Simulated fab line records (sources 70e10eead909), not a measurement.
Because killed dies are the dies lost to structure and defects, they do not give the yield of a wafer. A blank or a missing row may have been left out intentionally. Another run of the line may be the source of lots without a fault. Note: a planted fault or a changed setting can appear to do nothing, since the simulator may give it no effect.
fab line records / flow nandHarc
record lots=6 wafers=18 lastDay=31
route steps=1302 shown A_WL_FILL@959 END@1302
lots with no fault: from the same line, run without faults
startH: start of the lot's first displayed wafer, in hours after the record's first day / waitH: hours since the lot's step before / " unchanged from the row above / L1.1+2: a single row standing in for several wafers / - no value present, or no start provided / * or withheld: withheld / < > ~ a bound
route shown NAME@n: names a module that has steps shown in the file, with the first one's number in the route / usual: the fault-free wafers' mean and standard deviation / same: alike in all rows / chamber/n: place in a boat / sites: the reading at each site / _std_site: how widely they spread, as a standard deviation / _edge_site: inner sites' mean taken away from outer sites' mean / radiusMm: for every site, how far away it sits from the centre of the wafer / mask NAME#n: copy n / behind: the tool/chamber that last shaped the wafer / hold: the reason the lot was held/the length of the hold in hours/how it ended / device: whichever transistor did not switch (one of n, p or np) / end of line: tests run on the same wafers once the route is complete / a step without rows: its recipe alone / killed: dies lost to structure and defects at the first sort, not the wafer's yield / map: a wafer's dies, x killed, . not, _ none there
set.NAME: the setting that was run; set.NAME@STEP: the one run at that earlier step / model.NAME: the simulator's own value behind a step, which no gauge read
lots at some steps of the route; a table a step, a row a wafer
services: the hour from which a tool's chamber was out of use, counted from the record's first day as startH (under 0 if before that day), plus the number of hours and why
## steps
# step NHARC_A_WL_FILL_STRIP_27
# recipe powerW=1500 tempC=250 timeS=20 chemistry=N2/H2
# usual drypumpMotorCurrentA=5.5/0.52 heaterPowerW=340/31
lot.wafer=L337.4 tool=plasmaAsher-01 chamber=0 startH=483.95 waitH=0.2 drypumpMotorCurrentA=5.8 heaterPowerW=331 rfHoursCounterH=-
lot.wafer=L337.3 tool=plasmaAsher-01 chamber=1 startH=483.95 waitH=0.2 drypumpMotorCurrentA=4.7 heaterPowerW=366 rfHoursCounterH=-
lot.wafer=L337.6 tool=plasmaAsher-01 chamber=0 startH=483.95 waitH=0.2 drypumpMotorCurrentA=5.8 heaterPowerW=308 rfHoursCounterH=-
lot.wafer=L339.3 tool=plasmaAsher-02 chamber=0 startH=492.10 waitH=0.6 drypumpMotorCurrentA=6.1 heaterPowerW=316 rfHoursCounterH=-
lot.wafer=L339.6 tool=plasmaAsher-02 chamber=0 startH=492.10 waitH=0.6 drypumpMotorCurrentA=6.1 heaterPowerW=316 rfHoursCounterH=-
lot.wafer=L339.5 tool=plasmaAsher-02 chamber=1 startH=492.10 waitH=0.6 drypumpMotorCurrentA=5.5 heaterPowerW=311 rfHoursCounterH=-
lot.wafer=L338.1 tool=plasmaAsher-01 chamber=1 startH=492.44 waitH=0.8 drypumpMotorCurrentA=4.7 heaterPowerW=381 rfHoursCounterH=29
lot.wafer=L338.3 tool=plasmaAsher-01 chamber=0 startH=492.44 waitH=0.8 drypumpMotorCurrentA=5.8 heaterPowerW=318 rfHoursCounterH=-
lot.wafer=L338.5 tool=plasmaAsher-01 chamber=1 startH=492.44 waitH=0.8 drypumpMotorCurrentA=4.7 heaterPowerW=369 rfHoursCounterH=-
lot.wafer=L349.2 tool=plasmaAsher-01 chamber=1 startH=598.76 waitH=0.1 drypumpMotorCurrentA=4.7 heaterPowerW=395 rfHoursCounterH=14
lot.wafer=L349.3 tool=plasmaAsher-01 chamber=1 startH=598.76 waitH=0.1 drypumpMotorCurrentA=4.7 heaterPowerW=400 rfHoursCounterH=-
lot.wafer=L349.5 tool=plasmaAsher-01 chamber=0 startH=598.76 waitH=0.1 drypumpMotorCurrentA=5.8 heaterPowerW=326 rfHoursCounterH=-
lot.wafer=L355.2 tool=plasmaAsher-01 chamber=1 startH=644.86 waitH=0.1 drypumpMotorCurrentA=4.7 heaterPowerW=397 rfHoursCounterH=21
lot.wafer=L355.5 tool=plasmaAsher-01 chamber=1 startH=644.86 waitH=0.1 drypumpMotorCurrentA=4.7 heaterPowerW=396 rfHoursCounterH=-
lot.wafer=L355.6 tool=plasmaAsher-01 chamber=0 startH=644.86 waitH=0.1 drypumpMotorCurrentA=5.8 heaterPowerW=323 rfHoursCounterH=-
lot.wafer=L354.1 tool=plasmaAsher-02 chamber=0 startH=645.19 waitH=0.1 drypumpMotorCurrentA=6.1 heaterPowerW=340 rfHoursCounterH=7
lot.wafer=L354.3 tool=plasmaAsher-02 chamber=1 startH=645.19 waitH=0.1 drypumpMotorCurrentA=5.5 heaterPowerW=312 rfHoursCounterH=-
lot.wafer=L354.6 tool=plasmaAsher-02 chamber=1 startH=645.19 waitH=0.1 drypumpMotorCurrentA=5.5 heaterPowerW=316 rfHoursCounterH=-
# step NHARC_A_WL_FILL_STRIP_28
# recipe timeS=1200 tempC=72.5 chemistry=postEtchResidueRemover
# step NHARC_A_WL_FILL_PRECLEAN_06
# recipe timeS=300 chemistry=DIW
# step NHARC_A_WL_FILL_SRD_07
# step NHARC_A_WL_FILL_ANNEAL_08
# recipe tempC=450 timeS=1800
# step NHARC_A_WL_FILL_ALD_10
# recipe targetThkA=500 pulseTimeS=10 aldCycles=500 tempC=300 material=SiO2
# usual heaterPowerW=446/42 precursorPulseHeightRel=0.999/0.02
lot.wafer=L337.4 tool=aldHk-01 chamber=1 startH=486.76 waitH=0.6 heaterPowerW=431 precursorPulseHeightRel=0.987
lot.wafer=L337.3 tool=aldHk-01 chamber=3 startH=487.79 waitH=1.6 heaterPowerW=417 precursorPulseHeightRel=0.978
lot.wafer=L337.6 tool=aldHk-01 chamber=0 startH=487.79 waitH=1.6 heaterPowerW=439 precursorPulseHeightRel=1.000
lot.wafer=L338.3 tool=aldHk-02 chamber=2 startH=497.10 waitH=0.0 heaterPowerW=464 precursorPulseHeightRel=0.980
lot.wafer=L338.1 tool=aldHk-02 chamber=0 startH=498.11 waitH=1.1 heaterPowerW=503 precursorPulseHeightRel=0.969
lot.wafer=L338.5 tool=aldHk-02 chamber=2 startH=499.12 waitH=2.1 heaterPowerW=467 precursorPulseHeightRel=0.989
lot.wafer=L339.3 tool=aldHk-01 chamber=1 startH=498.64 waitH=1.6 heaterPowerW=436 precursorPulseHeightRel=0.981
lot.wafer=L339.6 tool=aldHk-01 chamber=2 startH=498.64 waitH=1.6 heaterPowerW=416 precursorPulseHeightRel=1.001
lot.wafer=L339.5 tool=aldHk-01 chamber=3 startH=498.64 waitH=1.6 heaterPowerW=425 precursorPulseHeightRel=1.038
lot.wafer=L349.2 tool=aldHk-01 chamber=3 startH=604.88 waitH=1.1 heaterPowerW=399 precursorPulseHeightRel=0.995
lot.wafer=L349.3 tool=aldHk-01 chamber=0 startH=604.88 waitH=1.1 heaterPowerW=462 precursorPulseHeightRel=1.002
lot.wafer=L349.5 tool=aldHk-01 chamber=2 startH=606.44 waitH=2.7 heaterPowerW=416 precursorPulseHeightRel=0.995
lot.wafer=L354.3 tool=aldHk-02 chamber=0 startH=651.14 waitH=0.6 heaterPowerW=472 precursorPulseHeightRel=0.971
lot.wafer=L354.1 tool=aldHk-02 chamber=1 startH=651.14 waitH=0.6 heaterPowerW=515 precursorPulseHeightRel=1.000
lot.wafer=L354.6 tool=aldHk-02 chamber=3 startH=652.67 waitH=2.1 heaterPowerW=427 precursorPulseHeightRel=1.028
lot.wafer=L355.2 tool=aldHk-01 chamber=3 startH=652.18 waitH=1.6 heaterPowerW=416 precursorPulseHeightRel=0.988
lot.wafer=L355.6 tool=aldHk-01 chamber=0 startH=652.18 waitH=1.6 heaterPowerW=451 precursorPulseHeightRel=1.029
lot.wafer=L355.5 tool=aldHk-01 chamber=1 startH=652.18 waitH=1.6 heaterPowerW=433 precursorPulseHeightRel=0.996
# step NHARC_A_WL_FILL_ETCHBACK_16
# recipe targetDepthA=1200 timeS=24 c4f8FlowSccm=withheld o2FlowSccm=8 arFlowSccm=withheld rfW=600 biasW=800 chemistry=C4F8/O2/Ar
# usual oesProductAu=0.98/0.033 rfVppV=725/4.3
lot.wafer=L337.4 tool=rieDiel-13 chamber=0 startH=- waitH=- oesProductAu=1.00 rfHoursCounterH=8.8 rfVppV=728
lot.wafer=L337.3 tool=rieDiel-13 chamber=3 startH=- waitH=- oesProductAu=1.01 rfHoursCounterH=8.7 rfVppV=715
lot.wafer=L337.6 tool=rieDiel-13 chamber=1 startH=- waitH=- oesProductAu=1.01 rfHoursCounterH=- rfVppV=725
lot.wafer=L338.1 tool=rieDiel-13 chamber=1 startH=- waitH=- oesProductAu=0.96 rfHoursCounterH=8.1 rfVppV=726
lot.wafer=L338.3 tool=rieDiel-13 chamber=3 startH=- waitH=- oesProductAu=0.95 rfHoursCounterH=8.8 rfVppV=715
lot.wafer=L338.5 tool=rieDiel-13 chamber=1 startH=- waitH=- oesProductAu=0.96 rfHoursCounterH=- rfVppV=725
lot.wafer=L339.3 tool=rieDiel-02 chamber=3 startH=- waitH=- oesProductAu=0.94 rfHoursCounterH=2.5 rfVppV=721
lot.wafer=L339.5 tool=rieDiel-02 chamber=3 startH=- waitH=- oesProductAu=0.91 rfHoursCounterH=- rfVppV=723
lot.wafer=L339.6 tool=rieDiel-02 chamber=0 startH=- waitH=- oesProductAu=0.92 rfHoursCounterH=- rfVppV=724
lot.wafer=L349.3 tool=rieDiel-13 chamber=1 startH=- waitH=- oesProductAu=1.02 rfHoursCounterH=3.6 rfVppV=724
lot.wafer=L349.2 tool=rieDiel-13 chamber=2 startH=- waitH=- oesProductAu=0.99 rfHoursCounterH=2.3 rfVppV=728
lot.wafer=L349.5 tool=rieDiel-13 chamber=1 startH=- waitH=- oesProductAu=1.01 rfHoursCounterH=- rfVppV=724
lot.wafer=L354.1 tool=rieDiel-02 chamber=2 startH=- waitH=- oesProductAu=0.93 rfHoursCounterH=1.6 rfVppV=727
lot.wafer=L354.3 tool=rieDiel-02 chamber=3 startH=- waitH=- oesProductAu=0.93 rfHoursCounterH=1.8 rfVppV=722
lot.wafer=L354.6 tool=rieDiel-02 chamber=3 startH=- waitH=- oesProductAu=0.93 rfHoursCounterH=- rfVppV=721
lot.wafer=L355.2 tool=rieDiel-09 chamber=0 startH=- waitH=- oesProductAu=0.92 rfHoursCounterH=4.7 rfVppV=731
lot.wafer=L355.5 tool=rieDiel-09 chamber=0 startH=- waitH=- oesProductAu=0.92 rfHoursCounterH=- rfVppV=730
lot.wafer=L355.6 tool=rieDiel-09 chamber=1 startH=- waitH=- oesProductAu=0.92 rfHoursCounterH=- rfVppV=724
# step NHARC_A_WL_FILL_STRIP_29
# recipe timeS=20 o2FlowSccm=500 arFlowSccm=0 biasW=0 chemistry=O2
# usual drypumpMotorCurrentA=5.6/0.47 oesProductAu=0.999/0.011 rfVppV=57.9/0.91 showerheadPlenumPTorr=3.59/0.14 throttleValvePct=17.038/0.0095
lot.wafer=L337.4 tool=rieDiel-13 chamber=1 startH=490.98 waitH=0.1 drypumpMotorCurrentA=4.9 oesProductAu=1.013 rfHoursCounterH=8.0 rfVppV=58.2 showerheadPlenumPTorr=3.58 throttleValvePct=17.026
lot.wafer=L337.3 tool=rieDiel-13 chamber=2 startH=490.98 waitH=0.1 drypumpMotorCurrentA=4.9 oesProductAu=0.985 rfHoursCounterH=8.0 rfVppV=58.8 showerheadPlenumPTorr=3.74 throttleValvePct=17.040
lot.wafer=L337.6 tool=rieDiel-13 chamber=1 startH=490.98 waitH=0.1 drypumpMotorCurrentA=5.0 oesProductAu=1.012 rfHoursCounterH=- rfVppV=59.1 showerheadPlenumPTorr=3.58 throttleValvePct=17.033
lot.wafer=L338.3 tool=rieDiel-13 chamber=0 startH=501.77 waitH=0.1 drypumpMotorCurrentA=6.3 oesProductAu=1.011 rfHoursCounterH=9.0 rfVppV=59.3 showerheadPlenumPTorr=3.70 throttleValvePct=17.034
lot.wafer=L338.1 tool=rieDiel-13 chamber=1 startH=501.77 waitH=0.1 drypumpMotorCurrentA=4.9 oesProductAu=1.003 rfHoursCounterH=8.1 rfVppV=58.5 showerheadPlenumPTorr=3.58 throttleValvePct=17.039
lot.wafer=L338.5 tool=rieDiel-13 chamber=3 startH=501.77 waitH=0.1 drypumpMotorCurrentA=5.7 oesProductAu=1.020 rfHoursCounterH=- rfVppV=57.1 showerheadPlenumPTorr=3.29 throttleValvePct=17.044
lot.wafer=L339.3 tool=rieDiel-02 chamber=1 startH=501.84 waitH=0.1 drypumpMotorCurrentA=5.3 oesProductAu=1.000 rfHoursCounterH=2.5 rfVppV=58.5 showerheadPlenumPTorr=3.76 throttleValvePct=17.052
lot.wafer=L339.6 tool=rieDiel-02 chamber=2 startH=501.84 waitH=0.1 drypumpMotorCurrentA=5.6 oesProductAu=0.983 rfHoursCounterH=- rfVppV=56.4 showerheadPlenumPTorr=3.67 throttleValvePct=17.022
lot.wafer=L339.5 tool=rieDiel-02 chamber=3 startH=501.84 waitH=0.1 drypumpMotorCurrentA=5.9 oesProductAu=0.986 rfHoursCounterH=- rfVppV=56.8 showerheadPlenumPTorr=3.49 throttleValvePct=17.033
lot.wafer=L349.2 tool=rieDiel-13 chamber=3 startH=608.62 waitH=0.1 drypumpMotorCurrentA=5.7 oesProductAu=1.004 rfHoursCounterH=4.0 rfVppV=55.9 showerheadPlenumPTorr=3.28 throttleValvePct=17.039
lot.wafer=L349.3 tool=rieDiel-13 chamber=0 startH=608.62 waitH=0.1 drypumpMotorCurrentA=6.3 oesProductAu=0.995 rfHoursCounterH=4.1 rfVppV=58.2 showerheadPlenumPTorr=3.70 throttleValvePct=17.020
lot.wafer=L349.5 tool=rieDiel-13 chamber=2 startH=608.62 waitH=0.1 drypumpMotorCurrentA=5.0 oesProductAu=1.003 rfHoursCounterH=- rfVppV=57.9 showerheadPlenumPTorr=3.74 throttleValvePct=17.041
lot.wafer=L354.1 tool=rieDiel-02 chamber=2 startH=655.34 waitH=0.1 drypumpMotorCurrentA=5.6 oesProductAu=0.996 rfHoursCounterH=1.6 rfVppV=59.0 showerheadPlenumPTorr=3.67 throttleValvePct=17.036
lot.wafer=L354.3 tool=rieDiel-02 chamber=0 startH=655.34 waitH=0.1 drypumpMotorCurrentA=5.5 oesProductAu=1.007 rfHoursCounterH=1.6 rfVppV=56.6 showerheadPlenumPTorr=3.57 throttleValvePct=17.049
lot.wafer=L354.6 tool=rieDiel-02 chamber=2 startH=655.34 waitH=0.1 drypumpMotorCurrentA=5.6 oesProductAu=0.990 rfHoursCounterH=- rfVppV=58.6 showerheadPlenumPTorr=3.67 throttleValvePct=17.036
lot.wafer=L355.2 tool=rieDiel-09 chamber=3 startH=655.38 waitH=0.1 drypumpMotorCurrentA=6.2 oesProductAu=0.985 rfHoursCounterH=4.6 rfVppV=59.4 showerheadPlenumPTorr=3.60 throttleValvePct=17.044
lot.wafer=L355.5 tool=rieDiel-09 chamber=3 startH=655.38 waitH=0.1 drypumpMotorCurrentA=6.2 oesProductAu=0.987 rfHoursCounterH=- rfVppV=57.1 showerheadPlenumPTorr=3.60 throttleValvePct=17.037
lot.wafer=L355.6 tool=rieDiel-09 chamber=0 startH=655.38 waitH=0.1 drypumpMotorCurrentA=6.1 oesProductAu=1.000 rfHoursCounterH=- rfVppV=58.6 showerheadPlenumPTorr=3.77 throttleValvePct=17.025
# step NHARC_A_WL_FILL_ETCHBACK_17
# recipe targetDepthA=40 timeS=26.7 chemistry=Cl2/BCl3
# usual drypumpMotorCurrentA=5.8/0.33 oesProductAu=0.995/0.0078
lot.wafer=L337.3 tool=rieMetal-03 chamber=1 startH=491.10 waitH=- drypumpMotorCurrentA=6.4 oesProductAu=1.003 rfHoursCounterH=-
lot.wafer=L337.4 tool=rieMetal-03 chamber=0 startH=491.10 waitH=- drypumpMotorCurrentA=5.4 oesProductAu=0.988 rfHoursCounterH=-
lot.wafer=L337.6 tool=rieMetal-03 chamber=1 startH=491.10 waitH=- drypumpMotorCurrentA=6.4 oesProductAu=0.998 rfHoursCounterH=-
lot.wafer=L338.1 tool=rieMetal-01 chamber=0 startH=501.87 waitH=- drypumpMotorCurrentA=5.5 oesProductAu=0.998 rfHoursCounterH=2.1
lot.wafer=L338.3 tool=rieMetal-01 chamber=0 startH=501.87 waitH=- drypumpMotorCurrentA=5.5 oesProductAu=0.996 rfHoursCounterH=-
lot.wafer=L338.5 tool=rieMetal-01 chamber=1 startH=501.87 waitH=- drypumpMotorCurrentA=5.7 oesProductAu=1.004 rfHoursCounterH=-
lot.wafer=L339.3 tool=rieMetal-02 chamber=1 startH=501.99 waitH=- drypumpMotorCurrentA=5.8 oesProductAu=0.981 rfHoursCounterH=-
lot.wafer=L339.5 tool=rieMetal-02 chamber=1 startH=501.99 waitH=- drypumpMotorCurrentA=5.8 oesProductAu=0.984 rfHoursCounterH=-
lot.wafer=L339.6 tool=rieMetal-02 chamber=1 startH=501.99 waitH=- drypumpMotorCurrentA=5.8 oesProductAu=0.991 rfHoursCounterH=-
lot.wafer=L349.2 tool=rieMetal-02 chamber=1 startH=608.70 waitH=- drypumpMotorCurrentA=5.8 oesProductAu=0.992 rfHoursCounterH=3.6
lot.wafer=L349.3 tool=rieMetal-02 chamber=1 startH=608.70 waitH=- drypumpMotorCurrentA=5.9 oesProductAu=0.997 rfHoursCounterH=-
lot.wafer=L349.5 tool=rieMetal-02 chamber=1 startH=608.70 waitH=- drypumpMotorCurrentA=5.8 oesProductAu=1.004 rfHoursCounterH=-
lot.wafer=L354.1 tool=rieMetal-02 chamber=1 startH=655.42 waitH=- drypumpMotorCurrentA=5.8 oesProductAu=0.993 rfHoursCounterH=0.4
lot.wafer=L354.3 tool=rieMetal-02 chamber=0 startH=655.42 waitH=- drypumpMotorCurrentA=6.1 oesProductAu=0.991 rfHoursCounterH=-
lot.wafer=L354.6 tool=rieMetal-02 chamber=1 startH=655.42 waitH=- drypumpMotorCurrentA=5.8 oesProductAu=0.995 rfHoursCounterH=-
lot.wafer=L355.2 tool=rieMetal-01 chamber=1 startH=655.47 waitH=- drypumpMotorCurrentA=5.7 oesProductAu=0.992 rfHoursCounterH=1.5
lot.wafer=L355.6 tool=rieMetal-01 chamber=1 startH=655.47 waitH=- drypumpMotorCurrentA=5.7 oesProductAu=1.000 rfHoursCounterH=-
lot.wafer=L355.5 tool=rieMetal-01 chamber=0 startH=655.47 waitH=- drypumpMotorCurrentA=5.5 oesProductAu=0.981 rfHoursCounterH=-
# step NHARC_A_WL_FILL_PRECLEAN_18
# recipe timeS=30 chemistry=dHF
# step NHARC_A_WL_FILL_SRD_21
# step NHARC_A_WL_FILL_CVD_23
# recipe targetThkA=400 tempC=620 pressureMtorr=200 timeS=800 material=poly-Si
# usual runLengthS=801.26/0.26 spikeTcLowerC=620.4/1.1 tubeCenterTempC=620/0.055 zonePowerTopPct=17.5/2.7
lot.wafer=L337.3 tool=lpcvdPoly-02 chamber=0 startH=493.73 waitH=2.4 runLengthS=801.27 spikeTcLowerC=622.2 tubeCenterTempC=619.95 zonePowerTopPct=14.7
lot.wafer=L337.4 tool=lpcvdPoly-02 chamber=0 startH=493.73 waitH=2.4 runLengthS=801.27 spikeTcLowerC=620.5 tubeCenterTempC=619.97 zonePowerTopPct=14.6
lot.wafer=L337.6 tool=lpcvdPoly-02 chamber=0 startH=493.73 waitH=2.4 runLengthS=801.27 spikeTcLowerC=620.3 tubeCenterTempC=620 zonePowerTopPct=14.5
lot.wafer=L338.1 tool=lpcvdPoly-02 chamber=0 startH=504.53 waitH=2.4 runLengthS=1538.2 spikeTcLowerC=620.7 tubeCenterTempC=620.02 zonePowerTopPct=14.8
lot.wafer=L338.3 tool=lpcvdPoly-02 chamber=0 startH=504.53 waitH=2.4 runLengthS=1538.2 spikeTcLowerC=620.0 tubeCenterTempC=620.01 zonePowerTopPct=14.9
lot.wafer=L338.5 tool=lpcvdPoly-02 chamber=0 startH=504.53 waitH=2.4 runLengthS=1538.2 spikeTcLowerC=620.3 tubeCenterTempC=619.95 zonePowerTopPct=14.8
lot.wafer=L339.3 tool=lpcvdPoly-02 chamber=0 startH=504.53 waitH=2.3 runLengthS=1537.6 spikeTcLowerC=620.4 tubeCenterTempC=619.89 zonePowerTopPct=15.0
lot.wafer=L339.5 tool=lpcvdPoly-02 chamber=0 startH=504.53 waitH=2.3 runLengthS=1537.6 spikeTcLowerC=621.8 tubeCenterTempC=619.99 zonePowerTopPct=14.6
lot.wafer=L339.6 tool=lpcvdPoly-02 chamber=0 startH=504.53 waitH=2.3 runLengthS=1537.6 spikeTcLowerC=620.1 tubeCenterTempC=619.99 zonePowerTopPct=14.8
lot.wafer=L349.2 tool=lpcvdPoly-02 chamber=0 startH=611.64 waitH=2.7 runLengthS=800.96 spikeTcLowerC=620.6 tubeCenterTempC=619.98 zonePowerTopPct=14.7
lot.wafer=L349.3 tool=lpcvdPoly-02 chamber=0 startH=611.64 waitH=2.7 runLengthS=800.96 spikeTcLowerC=619.5 tubeCenterTempC=620.04 zonePowerTopPct=14.9
lot.wafer=L349.5 tool=lpcvdPoly-02 chamber=0 startH=611.64 waitH=2.7 runLengthS=800.96 spikeTcLowerC=622.2 tubeCenterTempC=620.02 zonePowerTopPct=14.7
lot.wafer=L354.1 tool=lpcvdPoly-02 chamber=0 startH=658.07 waitH=2.4 runLengthS=801.79 spikeTcLowerC=620.3 tubeCenterTempC=620.05 zonePowerTopPct=14.8
lot.wafer=L354.3 tool=lpcvdPoly-02 chamber=0 startH=658.07 waitH=2.4 runLengthS=801.79 spikeTcLowerC=623.2 tubeCenterTempC=619.93 zonePowerTopPct=14.6
lot.wafer=L354.6 tool=lpcvdPoly-02 chamber=0 startH=658.07 waitH=2.4 runLengthS=801.79 spikeTcLowerC=622.3 tubeCenterTempC=620.1 zonePowerTopPct=14.7
lot.wafer=L355.2 tool=lpcvdPoly-02 chamber=0 startH=658.07 waitH=2.4 runLengthS=801.47 spikeTcLowerC=620.7 tubeCenterTempC=620.07 zonePowerTopPct=14.7
lot.wafer=L355.5 tool=lpcvdPoly-02 chamber=0 startH=658.07 waitH=2.4 runLengthS=801.47 spikeTcLowerC=621.1 tubeCenterTempC=620 zonePowerTopPct=14.9
lot.wafer=L355.6 tool=lpcvdPoly-02 chamber=0 startH=658.07 waitH=2.4 runLengthS=801.47 spikeTcLowerC=621.6 tubeCenterTempC=620 zonePowerTopPct=14.8
# step NHARC_A_WL_FILL_ETCHBACK_26
# recipe targetDepthA=520 timeS=13.3 hbrFlowSccm=150 rfW=350 icpW=350 biasW=60 chemistry=HBr
# step NHARC_END_SORT_01
# recipe tempC=25
# usual killedAtArray=41/10 killedAtOther=0.8/0.91 killedAtPeriphery=4.2/2.9 killedDies=46/10 killedOpen=3.5/2.1 killedShort=2.5/1.6
# same grossDies=677
lot.wafer=L339.3 tool=prober-02 chamber=0 startH=594.96 waitH=3.1 killedAtArray=46 killedAtOther=0 killedAtPeriphery=6 killedDies=52 killedOpen=5 killedShort=5
lot.wafer=L339.5 tool=prober-02 chamber=0 startH=596.56 waitH=3.7 killedAtArray=41 killedAtOther=0 killedAtPeriphery=8 killedDies=49 killedOpen=5 killedShort=4
lot.wafer=L339.6 tool=prober-02 chamber=0 startH=597.36 waitH=4.0 killedAtArray=25 killedAtOther=0 killedAtPeriphery=8 killedDies=33 killedOpen=7 killedShort=1
# killed by level:class
L339.3 A_CHANNEL_HOLE_D2:chamberFilmFlake=19 A_STAIRCASE:chamberFilmFlake=10 A_CHANNEL_HOLE_D1:chamberFilmFlake=3 A_CHANNEL_FILL_D1:geometricParticle:short=2 A_WL_FILL:geometricParticle:short=2 P_ZERO_WELL:chamberFilmFlake=2 P_BONDPAD:chamberFilmFlake=2 A_DECK1_JOINT:chamberFilmFlake=2
L339.5 A_CHANNEL_HOLE_D2:chamberFilmFlake=16 A_STAIRCASE:chamberFilmFlake=6 P_BONDPAD:chamberFilmFlake=5 A_CHANNEL_HOLE_D1:chamberFilmFlake=3 A_CONTACT:chamberFilmFlake=3 A_DECK1_JOINT:chamberFilmFlake=2 P_M0:geometricParticle:open=1 A_CHANNEL_HOLE_D1:geometricParticle:short=1
L339.6 A_CHANNEL_HOLE_D2:chamberFilmFlake=13 P_M0:geometricParticle:open=3 P_BONDPAD:chamberFilmFlake=2 A_CHANNEL_FILL_D2:chamberFilmFlake=2 A_STAIRCASE:chamberFilmFlake=2 A_CONTACT:chamberFilmFlake=2 P_GATE:geometricParticle:open=1 A_ONON_D2:geometricParticle:open=1
## services
tool=rieDiel-13 chamber=0 startH=473.65 hours=- kind=clean
tool=rieDiel-13 chamber=1 startH=473.65 hours=- kind=clean
tool=rieDiel-13 chamber=2 startH=473.65 hours=- kind=clean
tool=rieMetal-02 chamber=0 startH=495.83 hours=76.7 kind=repair
tool=rieDiel-09 chamber=- startH=497.10 hours=9.0 kind=pm
tool=rieMetal-02 chamber=1 startH=507.27 hours=1.9 kind=repair
tool=plasmaAsher-01 chamber=- startH=519.00 hours=9.0 kind=pm
tool=rieDiel-13 chamber=- startH=519.00 hours=9.0 kind=pm
tool=rieMetal-03 chamber=- startH=519.00 hours=9.0 kind=pm
tool=rieDiel-02 chamber=2 startH=519.20 hours=10.9 kind=repair
tool=rieDiel-09 chamber=1 startH=529.08 hours=2.1 kind=repair
tool=rieDiel-13 chamber=1 startH=529.79 hours=1.5 kind=repair
tool=rieDiel-09 chamber=2 startH=541.70 hours=3.1 kind=repair
tool=rieMetal-03 chamber=1 startH=544.06 hours=1.1 kind=repair
tool=rieDiel-13 chamber=1 startH=545.22 hours=1.7 kind=repair
tool=rieDiel-13 chamber=2 startH=549.72 hours=9.2 kind=repair
tool=rieDiel-02 chamber=- startH=570.71 hours=9.0 kind=pm
tool=rieDiel-13 chamber=2 startH=573.79 hours=8.5 kind=repair
tool=rieMetal-01 chamber=- startH=575.00 hours=9.0 kind=pm
tool=rieDiel-09 chamber=2 startH=585.83 hours=3.8 kind=repair
tool=plasmaAsher-02 chamber=- startH=603.15 hours=9.0 kind=pm
tool=rieDiel-02 chamber=1 startH=611.72 hours=5.9 kind=repair
tool=rieDiel-13 chamber=0 startH=613.44 hours=7.1 kind=repair
tool=rieMetal-02 chamber=- startH=631.00 hours=9.0 kind=pm
## key
firstSign step=NHARC_A_WL_FILL_CVD_23 reading=runLengthS direction=up sigmas=99+ usual=* struck=*
effect none on later readings
metAt NHARC_A_WL_FILL_CVD_23
struckWafers L338.1,L338.3,L338.5,L339.3,L339.5,L339.6
testerLeftOut L338,L339
onsetBetween 493.73 504.53
fault kind=processParameterDrift tool=lpcvdPoly-02 chamber=- onsetH=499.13 steps=NHARC_A_WL_FILL_CVD_23 channel=timeS offset=* shape=step endH=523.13 actsIn=* stated=*
# testerLeftOut: of these lots the tester's yield and bins aren't shown, on N5 and GAA mostly nor the transistor test; their killed dies are dies lost to structure and defects alone, not to doping, threshold or leakage, so they don't give the yield
